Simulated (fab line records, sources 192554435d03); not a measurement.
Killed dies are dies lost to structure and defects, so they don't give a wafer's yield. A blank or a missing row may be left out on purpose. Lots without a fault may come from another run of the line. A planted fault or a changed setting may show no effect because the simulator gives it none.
One fault seen from 2 desks | flow n5_finfet | each desk has only its own numbers; what lay behind them comes last

THE TOOL OWNER'S DESK: euv_scanner-01
The tool's own readings at N5_BEOL_M4_EXPOSE_25 (exposes mask V3, defocus 5 nm): means of the sampled wafers that have a number, for each lot that ran on this tool. A lot is out of limits, marked OUT, if its mean lies more than 4 standard deviations from the usual mean; the brackets give that distance.
Columns: A = reticle_temp_C at N5_BEOL_M4_EXPOSE_25, usual 23.02 C; B = stage_msd_nm at N5_BEOL_M4_EXPOSE_25, usual 0.815 nm
lot  | first seen here | A     | B
L634 | day 8 11:47     | 22.90 | 0.811
L638 | day 9 01:36     | 23.14 | 0.811
L636 | day 9 07:08     | 23.19 | 0.809
L649 | day 12 03:24    | 23.09 | 0.799
L648 | day 12 03:34    | 23.02 | 0.799
This desk's finding: nothing out of limits on any of the 5 lots.

THE METROLOGY DESK
What the gauges read, lot by lot, whatever tool the lot ran on: means of the sampled wafers that have a number. A lot is out of limits, marked OUT, if its mean lies more than 4 standard deviations from the usual mean; the brackets give that distance. Of its 12 readings 7 are shown: the one that was out of limits first, and those that lie furthest out on some lot.
Columns: A = M4_OVL at N5_BEOL_M4_OVL_MEAS_12, usual -0.1 nm; B = V3_OVL at N5_BEOL_M4_OVL_MEAS_29, usual 0.0 nm; C = DIBL_P at N5_BEOL_M4_RC_MEAS_101, usual 36.0 mV/V; D = IOFF_P at N5_BEOL_M4_RC_MEAS_101, usual 0.21 nA/um; E = ION_P at N5_BEOL_M4_RC_MEAS_101, usual 463 uA/um; F = SS_N at N5_BEOL_M4_RC_MEAS_101, usual 71.5 mV/dec; G = VT_P at N5_BEOL_M4_RC_MEAS_101, usual -250 mV
lot  | first seen here | A    | B              | C    | D    | E   | F    | G
L634 | day 8 10:58     | 0.8  | 0.3            | 34.8 | 0.17 | 455 | 71.4 | -253
L638 | day 9 00:07     | 0.1  | 0.2            | 37.6 | 0.29 | 472 | 72.1 | -245
L636 | day 9 06:14     | 0.4  | 0.7            | 37.2 | 0.22 | 465 | 71.5 | -249
L649 | day 12 02:29    | 0.3  | 4.1 (+5.8) OUT | 33.5 | 0.17 | 459 | 70.7 | -252
L648 | day 12 02:52    | -0.4 | 3.4 (+4.7) OUT | 36.1 | 0.25 | 472 | 71.9 | -246
L652 | day 12 17:45    | 0.1  | 0.1            | 37.4 | 0.22 | 466 | 72.2 | -251
L653 | day 12 21:17    | -0.1 | -0.2           | 36.0 | 0.24 | 472 | 71.8 | -248
L655 | day 13 17:43    | 0.6  | -1.0           | 35.5 | 0.20 | 457 | 71.4 | -252
This desk's finding: out of limits on L648, L649; first on L649, day 12 03:34 (V3_OVL at N5_BEOL_M4_OVL_MEAS_29). In limits: L634, L638, L636, L652, L653, L655.

PUT TOGETHER
The metrology desk could have raised an alarm at day 12 03:34, on L648, L649.
The tool owner's desk saw nothing out of limits.
The tool owner's desk has L648, L649 on record, within its limits.
Of the lots named, all ran N5_BEOL_M4_EXPOSE_25 on euv_scanner-01.

WHAT THE SIMULATOR HAD PUT IN
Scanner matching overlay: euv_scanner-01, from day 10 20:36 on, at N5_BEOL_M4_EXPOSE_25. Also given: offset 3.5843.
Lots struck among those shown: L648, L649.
Hours from the fault's start to each desk's first reading out of limits: the metrology desk, 31.
